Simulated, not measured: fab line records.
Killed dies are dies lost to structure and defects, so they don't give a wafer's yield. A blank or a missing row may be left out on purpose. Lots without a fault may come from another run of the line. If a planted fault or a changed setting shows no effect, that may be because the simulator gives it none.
The tool behind it: which one? | flow nandHarc | Sampling: 18 lots, 54 wafers, 6 of 1302 route steps

== WHAT THE GAUGES SHOWED, per wafer ==
Not one reading of a measure or inspect step in the record can be checked against a usual standard deviation.

== TOOL THAT RAN EACH LOT (tool first, then ch and the chambers of the sampled wafers, then the start) ==
lot  | NHARC_A_STAIRCASE_TRIM_16                    | NHARC_A_STAIRCASE_TRIM_26                    | NHARC_A_STAIRCASE_DESCUM_186      | NHARC_A_STAIRCASE_TRIM_191                   | NHARC_A_STAIRCASE_DESCUM_219      | NHARC_A_STAIRCASE_DESCUM_252
L074 | rieDiel-05 ch 0,1,3, day 15 23:30 or earlier | rieDiel-13 ch 0,1, day 15 23:30 or earlier   | rieDiel-05 ch 0,1,3, day 15 23:30 | rieDiel-05 ch 1,2, day 16 03:52 or earlier   | rieDiel-05 ch 0,3, day 16 03:52   | rieDiel-13 ch 1,2, day 16 08:17
L077 | rieDiel-01 ch 2,3, day 16 15:16 or earlier   | rieDiel-01 ch 0,2, day 16 15:16 or earlier   | rieDiel-01 ch 0,2, day 16 15:16   | rieDiel-01 ch 0,2,3, day 16 19:22 or earlier | rieDiel-05 ch 2,3, day 16 19:22   | rieDiel-13 ch 1,2,3, day 16 23:04
L076 | rieDiel-05 ch 0,2,3, day 16 14:52 or earlier | rieDiel-05 ch 0,1, day 16 14:52 or earlier   | rieDiel-05 ch 2,3, day 16 14:52   | rieDiel-05 ch 0,1, day 16 18:35 or earlier   | rieDiel-01 ch 0,3, day 16 18:35   | rieDiel-05 ch 0,2,3, day 16 22:27
L078 | rieDiel-13 ch 1,2,3, day 17 04:47 or earlier | rieDiel-13 ch 2,3, day 17 04:47 or earlier   | rieDiel-05 ch 0,1,3, day 17 04:47 | rieDiel-05 ch 0,3, day 17 08:27 or earlier   | rieDiel-13 ch 1,2, day 17 08:27   | rieDiel-01 ch 0,2,3, day 17 12:31
L079 | rieDiel-01 ch 0,1,3, day 18 08:46 or earlier | rieDiel-01 ch 1,2,3, day 18 08:46 or earlier | rieDiel-01 ch 0,2,3, day 18 08:46 | rieDiel-01 ch 0,3, day 18 12:26 or earlier   | rieDiel-13 ch 1,2, day 18 12:26   | rieDiel-13 ch 0,2,3, day 18 16:55
L081 | rieDiel-05 ch 0,1,3, day 18 15:34 or earlier | rieDiel-05 ch 0,1,2, day 18 15:34 or earlier | rieDiel-01 ch 0,2,3, day 18 15:34 | rieDiel-01 ch 0,1,2, day 18 19:14 or earlier | rieDiel-05 ch 0,2,3, day 18 19:14 | rieDiel-01 ch 0,2,3, day 18 22:56
L082 | rieDiel-05 ch 1,2,3, day 19 17:37 or earlier | rieDiel-05 ch 1,2,3, day 19 17:37 or earlier | rieDiel-13 ch 1,3, day 19 17:37   | rieDiel-13 ch 0,3, day 19 21:46 or earlier   | rieDiel-13 ch 0,1, day 19 21:46   | rieDiel-05 ch 1,2,3, day 20 02:13
L083 | rieDiel-13 ch 0,1,3, day 19 20:14 or earlier | rieDiel-05 ch 0,1,3, day 19 20:14 or earlier | rieDiel-13 ch 0,1,3, day 19 20:14 | rieDiel-13 ch 0,1,3, day 20 00:37 or earlier | rieDiel-13 ch 0,1,3, day 20 00:37 | rieDiel-13 ch 0,1,3, day 20 04:41
L085 | rieDiel-01 ch 0,1,2, day 20 13:07 or earlier | rieDiel-01 ch 1,2, day 20 13:07 or earlier   | rieDiel-01 ch 0,2,3, day 20 13:07 | rieDiel-01 ch 1,2,3, day 20 16:40 or earlier | rieDiel-13 ch 0,1,2, day 20 16:40 | rieDiel-13 ch 1,2, day 20 21:05
L086 | rieDiel-05 ch 1,3, day 20 13:30 or earlier   | rieDiel-05 ch 0,2, day 20 13:30 or earlier   | rieDiel-05 ch 0,3, day 20 13:30   | rieDiel-05 ch 0,3, day 20 17:11 or earlier   | rieDiel-13 ch 0,3, day 20 17:11   | rieDiel-05 ch 1,2,3, day 20 21:28
L087 | rieDiel-05 ch 0,2,3, day 21 09:20 or earlier | rieDiel-05 ch 0,1, day 21 09:20 or earlier   | rieDiel-05 ch 0,2, day 21 09:20   | rieDiel-05 ch 0,3, day 21 14:14 or earlier   | rieDiel-13 ch 0,1,3, day 21 14:14 | rieDiel-13 ch 0,1, day 21 17:48
L089 | rieDiel-05 ch 1,2,3, day 22 00:19 or earlier | rieDiel-01 ch 1,2, day 22 00:19 or earlier   | rieDiel-01 ch 0,3, day 22 00:19   | rieDiel-01 ch 0,1,2, day 22 04:04 or earlier | rieDiel-13 ch 0,2,3, day 22 04:04 | rieDiel-05 ch 2,3, day 22 07:37
L090 | rieDiel-05 ch 0,2, day 23 08:51 or earlier   | rieDiel-01 ch 1,2,3, day 23 08:51 or earlier | rieDiel-13 ch 2,3, day 23 08:51   | rieDiel-13 ch 2,3, day 23 12:41 or earlier   | rieDiel-13 ch 0,1,2, day 23 12:41 | rieDiel-13 ch 2,3, day 23 16:21
L092 | rieDiel-13 ch 0,1,2, day 23 17:43 or earlier | rieDiel-05 ch 1,2,3, day 23 17:43 or earlier | rieDiel-13 ch 0,1,2, day 23 17:43 | rieDiel-13 ch 0,2,3, day 23 21:23 or earlier | rieDiel-01 ch 0,1,3, day 23 21:23 | rieDiel-01 ch 0,1,2, day 24 01:04
L094 | rieDiel-05 ch 1,2, day 24 10:01 or earlier   | rieDiel-13 ch 0,1,2, day 24 10:01 or earlier | rieDiel-13 ch 0,2,3, day 24 10:01 | rieDiel-13 ch 2,3, day 24 13:47 or earlier   | rieDiel-05 ch 0,1,3, day 24 13:47 | rieDiel-05 ch 2,3, day 24 17:26
L095 | rieDiel-13 ch 0,2,3, day 24 11:29 or earlier | rieDiel-13 ch 0,3, day 24 11:29 or earlier   | rieDiel-13 ch 1,2, day 24 11:29   | rieDiel-13 ch 1,2, day 24 15:18 or earlier   | rieDiel-05 ch 0,2,3, day 24 15:18 | rieDiel-05 ch 1,2, day 24 19:38
L096 | rieDiel-13 ch 1,2,3, day 25 05:29 or earlier | rieDiel-01 ch 1,2,3, day 25 05:29 or earlier | rieDiel-13 ch 0,1,2, day 25 05:29 | rieDiel-13 ch 1,2,3, day 25 09:11 or earlier | rieDiel-01 ch 0,1,2, day 25 09:11 | rieDiel-01 ch 0,1,2, day 25 13:13
L097 | rieDiel-01 ch 0,1,2, day 25 21:06 or earlier | rieDiel-01 ch 0,1, day 25 21:06 or earlier   | rieDiel-13 ch 0,2, day 25 21:06   | rieDiel-13 ch 2,3, day 26 00:48 or earlier   | rieDiel-13 ch 0,1, day 26 00:48   | rieDiel-01 ch 0,3, day 26 05:04
- NHARC_A_STAIRCASE_TRIM_16: chemistry O2, time 211.2 s.
- NHARC_A_STAIRCASE_TRIM_26: chemistry O2, time 211.2 s.
- NHARC_A_STAIRCASE_DESCUM_186: chemistry O2, time 3 s.
- NHARC_A_STAIRCASE_TRIM_191: chemistry O2, time 211.2 s.
- NHARC_A_STAIRCASE_DESCUM_219: chemistry O2, time 3 s.
- NHARC_A_STAIRCASE_DESCUM_252: chemistry O2, time 3 s.

== WHAT THE TOOLS THEMSELVES READ (means of the sampled wafers that have a number; where no wafer has one, the mark that the record gives instead) ==
NHARC_A_STAIRCASE_TRIM_16.
lot  | tool       | drypumpMotorCurrentA (A) | o2FlowSccm (sccm) | oesProductAu (a.u.) | rfVppV (V) | showerheadPlenumPTorr (Torr) | throttleValvePct (%)
L074 | rieDiel-05 | 5.4                      | 499.0             | 1.007               | 58.0       | 3.60                         | 17.027
L077 | rieDiel-01 | 5.4                      | 500.3             | 1.004               | 58.5       | 3.58                         | 17.035
L076 | rieDiel-05 | 5.8                      | 499.3             | 1.003               | 57.8       | 3.57                         | 17.040
L078 | rieDiel-13 | 5.6                      | 500.5             | 1.000               | 57.0       | 3.46                         | 17.031
L079 | rieDiel-01 | 5.6                      | 498.4             | 1.003               | 58.0       | 3.59                         | 17.040
L081 | rieDiel-05 | 5.4                      | 501.1             | 1.002               | 58.1       | 3.59                         | 17.037
L082 | rieDiel-05 | 5.7                      | 500.0             | 1.005               | 57.5       | 3.42                         | 17.037
L083 | rieDiel-13 | 5.5                      | 499.5             | 0.996               | 57.7       | 3.40                         | 17.042
L085 | rieDiel-01 | 5.9                      | 499.3             | 1.001               | 58.8       | 3.67                         | 17.039
L086 | rieDiel-05 | 5.2                      | 501.0             | 0.996               | 57.9       | 3.53                         | 17.029
L087 | rieDiel-05 | 5.8                      | 500.7             | 0.999               | 57.9       | 3.56                         | 17.041
L089 | rieDiel-05 | 5.7                      | 500.1             | 0.999               | 57.6       | 3.41                         | 17.038
L090 | rieDiel-05 | 5.9                      | 499.3             | 0.999               | 57.4       | 3.60                         | 17.033
L092 | rieDiel-13 | 5.5                      | 500.6             | 1.002               | 57.5       | 3.39                         | 17.034
L094 | rieDiel-05 | 6.1                      | 501.6             | 0.990               | 57.2       | 3.29                         | 17.039
L095 | rieDiel-13 | 5.5                      | 500.4             | 1.001               | 58.0       | 3.40                         | 17.038
L096 | rieDiel-13 | 5.7                      | 501.0             | 1.017               | 58.0       | 3.42                         | 17.031
L097 | rieDiel-01 | 5.8                      | 500.3             | 1.002               | 58.2       | 3.65                         | 17.038

NHARC_A_STAIRCASE_TRIM_26.
lot  | tool       | drypumpMotorCurrentA (A) | o2FlowSccm (sccm) | oesProductAu (a.u.) | rfVppV (V) | showerheadPlenumPTorr (Torr) | throttleValvePct (%)
L074 | rieDiel-13 | 5.5                      | 500.5             | 0.988               | 57.7       | 3.40                         | 17.036
L077 | rieDiel-01 | 5.8                      | 501.3             | 1.007               | 58.6       | 3.68                         | 17.032
L076 | rieDiel-05 | 5.4                      | 499.2             | 1.006               | 58.1       | 3.51                         | 17.029
L078 | rieDiel-13 | 5.7                      | 499.7             | 0.997               | 57.6       | 3.47                         | 17.038
L079 | rieDiel-01 | 5.8                      | 499.6             | 1.006               | 58.0       | 3.66                         | 17.030
L081 | rieDiel-05 | 5.8                      | 500.5             | 1.000               | 57.6       | 3.48                         | 17.038
L082 | rieDiel-05 | 5.7                      | 499.4             | 1.002               | 58.0       | 3.42                         | 17.044
L083 | rieDiel-05 | 5.4                      | 501.0             | 1.003               | 57.9       | 3.58                         | 17.035
L085 | rieDiel-01 | 6.1                      | 499.4             | 1.009               | 58.5       | 3.73                         | 17.037
L086 | rieDiel-05 | 5.9                      | 500.5             | 1.002               | 58.3       | 3.61                         | 17.040
L087 | rieDiel-05 | 5.4                      | 499.4             | 1.008               | 56.9       | 3.49                         | 17.036
L089 | rieDiel-01 | 6.1                      | 499.8             | 1.002               | 57.7       | 3.73                         | 17.037
L090 | rieDiel-01 | 5.8                      | 499.4             | 1.010               | 58.1       | 3.64                         | 17.044
L092 | rieDiel-05 | 5.6                      | 501.4             | 1.006               | 57.6       | 3.41                         | 17.026
L094 | rieDiel-13 | 5.5                      | 499.5             | 1.002               | 57.0       | 3.38                         | 17.036
L095 | rieDiel-13 | 5.6                      | 500.7             | 1.009               | 57.8       | 3.39                         | 17.039
L096 | rieDiel-01 | 5.7                      | 501.4             | 1.003               | 58.0       | 3.63                         | 17.034
L097 | rieDiel-01 | 5.9                      | 500.6             | 1.001               | 58.3       | 3.65                         | 17.039

NHARC_A_STAIRCASE_DESCUM_186.
lot  | tool       | drypumpMotorCurrentA (A) | o2FlowSccm (sccm) | oesProductAu (a.u.) | rfVppV (V) | showerheadPlenumPTorr (Torr) | throttleValvePct (%)
L074 | rieDiel-05 | 5.4                      | 200.0             | 1.009               | 58.0       | 1.95                         | 11.306
L077 | rieDiel-01 | 5.5                      | 199.7             | 0.990               | 57.8       | 1.97                         | 11.304
L076 | rieDiel-05 | 6.0                      | 199.4             | 1.001               | 58.1       | 1.84                         | 11.308
L078 | rieDiel-05 | 5.4                      | 199.7             | 1.011               | 58.2       | 1.95                         | 11.315
L079 | rieDiel-01 | 5.5                      | 200.1             | 1.006               | 58.4       | 1.95                         | 11.318
L081 | rieDiel-01 | 5.4                      | 199.5             | 1.009               | 57.4       | 1.95                         | 11.310
L082 | rieDiel-13 | 5.6                      | 200.2             | 0.995               | 57.4       | 1.86                         | 11.306
L083 | rieDiel-13 | 5.5                      | 199.7             | 0.994               | 58.3       | 1.84                         | 11.316
L085 | rieDiel-01 | 5.5                      | 199.8             | 1.014               | 58.4       | 1.95                         | 11.303
L086 | rieDiel-05 | 5.4                      | 199.2             | 1.001               | 59.1       | 2.02                         | 11.316
L087 | rieDiel-05 | 5.9                      | 200.0             | 1.001               | 58.5       | 1.96                         | 11.317
L089 | rieDiel-01 | 5.3                      | 200.2             | 1.017               | 57.5       | 1.90                         | 11.306
L090 | rieDiel-13 | 5.7                      | 199.8             | 1.013               | 57.2       | 1.86                         | 11.321
L092 | rieDiel-13 | 5.5                      | 199.1             | 1.004               | 56.7       | 1.83                         | 11.309
L094 | rieDiel-13 | 5.5                      | 200.8             | 1.002               | 56.8       | 1.84                         | 11.303
L095 | rieDiel-13 | 5.5                      | 200.0             | 1.002               | 57.1       | 1.84                         | 11.316
L096 | rieDiel-13 | 5.5                      | 199.7             | 1.003               | 57.3       | 1.83                         | 11.305
L097 | rieDiel-13 | 5.5                      | 199.8             | 0.999               | 57.3       | 1.84                         | 11.310

NHARC_A_STAIRCASE_TRIM_191.
lot  | tool       | drypumpMotorCurrentA (A) | o2FlowSccm (sccm) | oesProductAu (a.u.) | rfVppV (V) | showerheadPlenumPTorr (Torr) | throttleValvePct (%)
L074 | rieDiel-05 | 5.7                      | 499.3             | 1.004               | 57.7       | 3.35                         | 17.034
L077 | rieDiel-01 | 5.5                      | 500.1             | 1.000               | 57.7       | 3.60                         | 17.038
L076 | rieDiel-05 | 5.4                      | 500.1             | 1.003               | 57.4       | 3.51                         | 17.042
L078 | rieDiel-05 | 5.5                      | 501.0             | 1.008               | 58.3       | 3.73                         | 17.030
L079 | rieDiel-01 | 5.3                      | 500.0             | 1.003               | 57.3       | 3.52                         | 17.037
L081 | rieDiel-01 | 5.9                      | 498.6             | 1.001               | 57.7       | 3.67                         | 17.038
L082 | rieDiel-13 | 5.4                      | 502.2             | 0.994               | 57.0       | 3.37                         | 17.042
L083 | rieDiel-13 | 5.5                      | 498.8             | 1.003               | 58.1       | 3.40                         | 17.034
L085 | rieDiel-01 | 5.7                      | 498.3             | 1.009               | 57.8       | 3.65                         | 17.026
L086 | rieDiel-05 | 5.5                      | 500.0             | 1.000               | 58.9       | 3.72                         | 17.035
L087 | rieDiel-05 | 5.4                      | 498.6             | 1.001               | 59.1       | 3.72                         | 17.037
L089 | rieDiel-01 | 5.9                      | 499.8             | 1.006               | 57.9       | 3.66                         | 17.040
L090 | rieDiel-13 | 5.7                      | 501.2             | 1.014               | 57.0       | 3.45                         | 17.025
L092 | rieDiel-13 | 5.5                      | 500.2             | 1.004               | 57.1       | 3.40                         | 17.040
L094 | rieDiel-13 | 5.7                      | 501.0             | 1.015               | 58.1       | 3.44                         | 17.042
L095 | rieDiel-13 | 5.5                      | 500.0             | 0.995               | 57.9       | 3.41                         | 17.035
L096 | rieDiel-13 | 5.6                      | 497.8             | 1.012               | 57.6       | 3.42                         | 17.035
L097 | rieDiel-13 | 5.6                      | 500.5             | 1.002               | 57.6       | 3.44                         | 17.040

NHARC_A_STAIRCASE_DESCUM_219.
lot  | tool       | drypumpMotorCurrentA (A) | o2FlowSccm (sccm) | oesProductAu (a.u.) | rfVppV (V) | showerheadPlenumPTorr (Torr) | throttleValvePct (%)
L074 | rieDiel-05 | 5.3                      | 200.4             | 1.001               | 58.2       | 2.00                         | 11.307
L077 | rieDiel-05 | 5.6                      | 199.8             | 1.000               | 57.5       | 1.91                         | 11.314
L076 | rieDiel-01 | 5.2                      | 199.8             | 0.995               | 57.9       | 1.90                         | 11.310
L078 | rieDiel-13 | 5.6                      | 199.9             | 0.998               | 57.5       | 1.88                         | 11.314
L079 | rieDiel-13 | 5.5                      | 199.9             | 1.006               | 58.2       | 1.86                         | 11.307
L081 | rieDiel-05 | 5.8                      | 199.8             | 1.006               | 58.3       | 1.94                         | 11.303
L082 | rieDiel-13 | 5.4                      | 200.2             | 0.992               | 57.4       | 1.83                         | 11.308
L083 | rieDiel-13 | 5.5                      | 200.0             | 0.996               | 58.5       | 1.83                         | 11.309
L085 | rieDiel-13 | 5.5                      | 200.5             | 0.997               | 57.1       | 1.84                         | 11.309
L086 | rieDiel-13 | 5.4                      | 200.8             | 0.987               | 57.5       | 1.82                         | 11.314
L087 | rieDiel-13 | 5.5                      | 200.5             | 0.996               | 58.3       | 1.83                         | 11.300
L089 | rieDiel-13 | 5.6                      | 200.0             | 0.994               | 57.1       | 1.85                         | 11.303
L090 | rieDiel-13 | 5.5                      | 200.5             | 1.006               | 57.8       | 1.83                         | 11.313
L092 | rieDiel-01 | 5.5                      | 200.3             | 1.000               | 58.3       | 1.94                         | 11.305
L094 | rieDiel-05 | 5.4                      | 200.2             | 1.006               | 57.3       | 1.93                         | 11.308
L095 | rieDiel-05 | 5.8                      | 199.9             | 1.005               | 57.8       | 1.92                         | 11.305
L096 | rieDiel-01 | 5.9                      | 200.1             | 1.003               | 57.9       | 1.98                         | 11.307
L097 | rieDiel-13 | 5.4                      | 200.4             | 0.998               | 58.2       | 1.81                         | 11.304

NHARC_A_STAIRCASE_DESCUM_252.
lot  | tool       | drypumpMotorCurrentA (A) | o2FlowSccm (sccm) | oesProductAu (a.u.) | rfVppV (V) | showerheadPlenumPTorr (Torr) | throttleValvePct (%)
L074 | rieDiel-13 | 5.5                      | 199.1             | 0.991               | 57.9       | 1.86                         | 11.317
L077 | rieDiel-13 | 5.6                      | 199.8             | 1.002               | 58.0       | 1.87                         | 11.314
L076 | rieDiel-05 | 5.8                      | 200.5             | 1.006               | 57.6       | 1.94                         | 11.305
L078 | rieDiel-01 | 5.5                      | 199.9             | 1.005               | 57.4       | 1.95                         | 11.325
L079 | rieDiel-13 | 5.5                      | 200.3             | 1.005               | 56.6       | 1.85                         | 11.312
L081 | rieDiel-01 | 5.5                      | 199.8             | 1.011               | 57.1       | 1.95                         | 11.306
L082 | rieDiel-05 | 5.7                      | 200.1             | 1.001               | 57.5       | 1.85                         | 11.310
L083 | rieDiel-13 | 5.5                      | 199.8             | 0.992               | 56.8       | 1.83                         | 11.314
L085 | rieDiel-13 | 5.6                      | 199.7             | 0.994               | 57.9       | 1.85                         | 11.314
L086 | rieDiel-05 | 5.7                      | 199.6             | 1.001               | 57.4       | 1.85                         | 11.311
L087 | rieDiel-13 | 5.4                      | 200.0             | 0.996               | 57.5       | 1.82                         | 11.312
L089 | rieDiel-05 | 6.1                      | 199.4             | 0.992               | 56.3       | 1.83                         | 11.311
L090 | rieDiel-13 | 5.7                      | 199.8             | 1.009               | 57.8       | 1.86                         | 11.315
L092 | rieDiel-01 | 5.8                      | 200.3             | 1.000               | 57.7       | 1.99                         | 11.317
L094 | rieDiel-05 | 5.6                      | 199.5             | 1.009               | 57.7       | 1.89                         | 11.311
L095 | rieDiel-05 | 6.0                      | 200.8             | 0.993               | 57.4       | 1.78                         | 11.310
L096 | rieDiel-01 | 5.9                      | 199.8             | 0.994               | 58.7       | 1.98                         | 11.315
L097 | rieDiel-01 | 5.1                      | 200.0             | 1.006               | 57.5       | 1.88                         | 11.305

== THE ANSWER, worked out from the rows above alone ==
Rule: the usual values come from the lots themselves. Put in order of their means at a reading, lots are off if they are a third of the lots or fewer, leave a main group of 4 or more, and stand apart from it by a gap of 3 or more times the standard deviation of the main group's means; of several such gaps the widest counts. A main group is skipped when, at the precision printed for the reading in the tables above, its means are all equal. Also off: a lot with no number at a reading for which 4 or more lots have one. Any other lot the step has rows for is counted as sound. The gauges are gone through in route order, then the tools' own readings, and for those a lot's mean is taken as printed above. At the first step where some lot is off, the reading lying furthest off is the one used; lots without a number count as furthest.
Across all readings shown, no lot is off: no conclusion can be drawn from this.

== WHAT HAD BEEN PUT IN BY THE SIMULATOR ==
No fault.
